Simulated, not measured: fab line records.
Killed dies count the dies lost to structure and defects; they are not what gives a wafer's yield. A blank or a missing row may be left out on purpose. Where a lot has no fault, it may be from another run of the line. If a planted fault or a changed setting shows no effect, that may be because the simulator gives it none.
Struck lot and sound lot, side by side -- flow nand-harc -- 13 steps out of a route of 1302
Sound: wafers L299.1, L299.2, L299.3. Struck: wafers L302.1, L302.2, L302.4. The cause comes at the end.
Order at every step that has rows: each side's tool, ch and its chambers, its first start. Under that, the readings that differ: sound wafers -- struck wafers -- difference of the means -- sigmas: that difference in standard deviations of wafers without a fault.
alike: a reading whose means differ by less than 2 such deviations, as well as words and numbers matching on both sides. not compared: withheld readings; readings where some wafer has no value; bounds like >300 that might hide an equal value; numbers whose values overlap and for which the record gives no deviation.
A row with sigmas, a row that says differs or no value, or rows on one side alone: a step with any of these is where the two part. When numbers do not overlap yet have no deviation, they are printed without sigmas and do not part them. Lack of a reading on every wafer of one side parts them only where that side has two or more wafers.

NHARC_P_CONTACT_CMP_24: polishes, t overpolish 30 s, target thk 200 nm.
  sound on cmp-01 ch 0,2,3, day 10 15:36; struck on cmp-03 ch 0,1,3, day 11 23:38
  alike: motor-current-A, overpolish-run-s, time-to-endpoint-s
next, for these wafers, 1 step has no rows: NHARC_P_CONTACT_SRD_26.
NHARC_P_CONTACT_INSPECT_27:
  struck on defect-inspect-01, day 12 00:02; sound on defect-inspect-01, day 10 16:00
  alike: raw-defect-count
then, 8 steps without rows for these wafers: NHARC_P_M0_DEP_00 (deposits SiOC, target thk 150 nm); NHARC_P_M0_DEHYDRATE_01 (time 120 s); NHARC_P_M0_HMDS_02 (time 30 s); NHARC_P_M0_COAT_33 (time 65 s); NHARC_P_M0_COAT_03 (resist thk 90 nm); NHARC_P_M0_SOFTBAKE_04 (time 55 s); NHARC_P_M0_EBR_05; NHARC_P_M0_EXPOSE_06 (exposes mask P M0, target cd 90 nm).
NHARC_P_M0_PEB_07: peb time 65 s.
  sound on litho-track-01 ch 0, day 10 16:49; struck on litho-track-06 ch 0, day 12 00:52
reading,sound,struck,difference,sigmas
heater-power-total-W (W),157.2 157.1 156.9,147.3 146.7 147.9,-9.8,-23
plate-temp-C (C),99.91 100.10 99.76,95.53 95.59 95.45,-4.40,-37
then, 1 step without rows for these wafers: NHARC_P_M0_DEVELOP_08 (develop time 35 s).

WHERE THEY PART
Within this record, at NHARC_P_M0_PEB_07 only.

WHY: what the simulator had put in
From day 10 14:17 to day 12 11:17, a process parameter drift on litho-track-06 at NHARC_P_M0_PEB_07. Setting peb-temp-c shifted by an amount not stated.
